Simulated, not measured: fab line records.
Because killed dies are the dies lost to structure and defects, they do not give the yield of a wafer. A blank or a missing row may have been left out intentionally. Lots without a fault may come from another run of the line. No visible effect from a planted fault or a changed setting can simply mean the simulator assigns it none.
Matching of chambers + flow n5Finfet + pecvd-04 running N5_BEOL_M11_PECVD_70: 3 sister chambers
The step deposits SiO2 from TEOS/O2, target thk 20 nm, time 22.7 s. 3 wafers are shown with their chamber, then 11 later ones without.

## WAFERS WITH THEIR CHAMBER
| wafer  | chamber | throttleValvePct (%) |
|--------|---------|----------------------|
| L089.5 | 0       | 23.5                 |
| L091.2 | 2       | 21.7                 |
| L092.1 | 1       | 23.3                 |

## WAFERS WITHOUT THEIR CHAMBER
| wafer  | throttleValvePct (%) |
|--------|----------------------|
| L092.3 | 23.6                 |
| L092.4 | 23.0                 |
| L093.2 | 23.5                 |
| L093.4 | 23.4                 |
| L093.5 | 23.4                 |
| L094.1 | 21.6                 |
| L094.2 | 23.1                 |
| L094.3 | 23.4                 |
| L097.1 | 23.3                 |
| L097.3 | 21.5                 |
| L097.5 | 23.6                 |

## THE CHAMBER EACH PASSED THROUGH
| wafer  | from the rows above     | in truth |
|--------|-------------------------|----------|
| L092.3 | can't be placed: 0 or 1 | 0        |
| L092.4 | can't be placed: 1 or 0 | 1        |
| L093.2 | can't be placed: 0 or 1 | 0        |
| L093.4 | can't be placed: 1 or 0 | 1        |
| L093.5 | can't be placed: 1 or 0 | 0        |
| L094.1 | 2                       | 2        |
| L094.2 | can't be placed: 1 or 0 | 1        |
| L094.3 | can't be placed: 1 or 0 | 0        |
| L097.1 | can't be placed: 1 or 0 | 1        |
| L097.3 | 2                       | 2        |
| L097.5 | can't be placed: 0 or 1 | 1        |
Correct placement for 2 of the 11. These rows do not allow placing 9 (true chamber among the candidates in 9). Number placed wrongly: 0.
How it was worked out, from the rows above alone: a wafer's distance from a chamber is the root of the sum, over the readings, of the square of ((its reading less the chamber's mean) divided by the reading's scatter). If the next closest chamber is less than 2 further off than the closest, the wafer can't be placed; otherwise it belongs to the closest. The mean given for a chamber averages the wafers shown for that chamber. The scatter (one wafer shown for each chamber): square how far every hidden wafer sits from the nearest shown wafer, average those squares and take the square root.
